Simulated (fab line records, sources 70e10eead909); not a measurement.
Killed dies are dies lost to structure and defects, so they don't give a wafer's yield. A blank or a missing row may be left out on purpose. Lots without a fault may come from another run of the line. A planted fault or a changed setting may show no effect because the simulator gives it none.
Tool commonality check | flow nand_harc | 8 lots, 18 wafers sampled

WHY IT WAS OPENED
At NHARC_END_SORT_01 the reading killed_at_periphery is flagged on 3 of 8 lots. Wafers without a fault read 3.6, standard deviation 2.3.
Rule: a lot is flagged when every wafer of it that has a number lies more than 4 standard deviations from that mean, or none has a number. The other lots count as sound.

lot  | measured     | on        | killed_at_periphery, wafer by wafer | flag
L343 | day 21 01:08 | prober-02 | 661 659 660                         | FLAGGED
L341 | day 21 07:55 | prober-01 | 641 650 648                         | FLAGGED
L346 | day 21 16:42 | prober-01 | 4 5 5                               |
L342 | day 22 00:25 | prober-01 | 650 650 652                         | FLAGGED
L350 | day 24 03:30 | prober-01 | 1                                   |
L352 | day 24 10:40 | prober-02 | 9                                   |
L354 | day 24 20:44 | prober-01 | 5                                   |
L355 | day 25 02:13 | prober-02 | 5 3 3                               |
The numbers of the flagged lots are 652.3 on average: +648.7 against the usual, or +99 or more standard deviations.

WHICH TOOL RAN EACH LOT
The record holds 3 process steps before the reading, out of a route of 1159 steps. In each cell: the tool, then ch and the chambers that the sampled wafers went through, then the start.
lot  | flag    | NHARC_P_M2_PVD_20                       | NHARC_P_M2_CMP_23             | NHARC_P_BONDPAD_DEP_00
L343 | FLAGGED | pvd_sputter-03, day 7 22:22 or earlier  | cmp-01 ch 0,2, day 7 22:22    | pecvd-01 ch 1,2, day 7 23:22
L341 | FLAGGED | pvd_sputter-02, day 7 17:47 or earlier  | cmp-04 ch 1,2,3, day 7 17:47  | pecvd-04 ch 1,2, day 7 18:50
L346 |         | pvd_sputter-03, day 8 16:17 or earlier  | cmp-03 ch 2,3, day 8 16:17    | pecvd-01 ch 0,1, day 8 17:18
L342 | FLAGGED | pvd_sputter-03, day 7 21:33 or earlier  | cmp-01 ch 2,3, day 7 21:33    | pecvd-04 ch 0,1, day 7 22:41
L350 |         | pvd_sputter-03, day 10 01:28 or earlier | cmp-01 ch 0,1,2, day 10 01:28 | pecvd-02 ch 0,1, day 10 02:29
L352 |         | pvd_sputter-01, day 10 05:59 or earlier | cmp-04 ch 0,2,3, day 10 05:59 | pecvd-02 ch 0,2, day 10 07:01
L354 |         | pvd_sputter-02, day 10 13:03 or earlier | cmp-01 ch 0,2, day 10 13:03   | pecvd-01 ch 0,2, day 10 14:03
L355 |         | pvd_sputter-02, day 11 11:49 or earlier | cmp-01 ch 1,2,3, day 11 11:49 | pecvd-02 ch 1,2, day 11 12:58
What these steps do:
- NHARC_P_M2_PVD_20: deposits TaN, target thk 5 nm, time 8.06 s.
- NHARC_P_M2_CMP_23: polishes, t overpolish 20 s, target thk 144.3 nm.
- NHARC_P_BONDPAD_DEP_00: deposits SiCN, target thk 250 nm.
- NHARC_END_SORT_01

FLAGGED OVER TOTAL, TOOL BY TOOL (the gauges that took the reading come last)
step                   | tool           | lots run | flagged | share of the flagged lots | sound lots run after its first flagged lot
NHARC_P_M2_PVD_20      | pvd_sputter-01 | 1        | 0       | none                      | -
NHARC_P_M2_PVD_20      | pvd_sputter-02 | 3        | 1       | some                      | 2 (L354,L355)
NHARC_P_M2_PVD_20      | pvd_sputter-03 | 4        | 2       | some                      | 2 (L346,L350)
NHARC_P_M2_CMP_23      | cmp-01         | 5        | 2       | some                      | 3 (L350,L354,L355)
NHARC_P_M2_CMP_23      | cmp-03         | 1        | 0       | none                      | -
NHARC_P_M2_CMP_23      | cmp-04         | 2        | 1       | some                      | 1 (L352)
NHARC_P_BONDPAD_DEP_00 | pecvd-01       | 3        | 1       | some                      | 2 (L346,L354)
NHARC_P_BONDPAD_DEP_00 | pecvd-02       | 3        | 0       | none                      | -
NHARC_P_BONDPAD_DEP_00 | pecvd-04       | 2        | 2       | some                      | 0
NHARC_END_SORT_01      | prober-01      | 5        | 2       | some                      | 3 (L346,L350,L354)
NHARC_END_SORT_01      | prober-02      | 3        | 1       | some                      | 2 (L352,L355)
NHARC_P_M2_PVD_20 gives no start for some lots, so the hours and the order of its lots are those of NHARC_P_M2_CMP_23.

WHAT THE TABLE ALLOWS
No row of the table ran every flagged lot.

WHAT THE SIMULATOR HAD PUT IN
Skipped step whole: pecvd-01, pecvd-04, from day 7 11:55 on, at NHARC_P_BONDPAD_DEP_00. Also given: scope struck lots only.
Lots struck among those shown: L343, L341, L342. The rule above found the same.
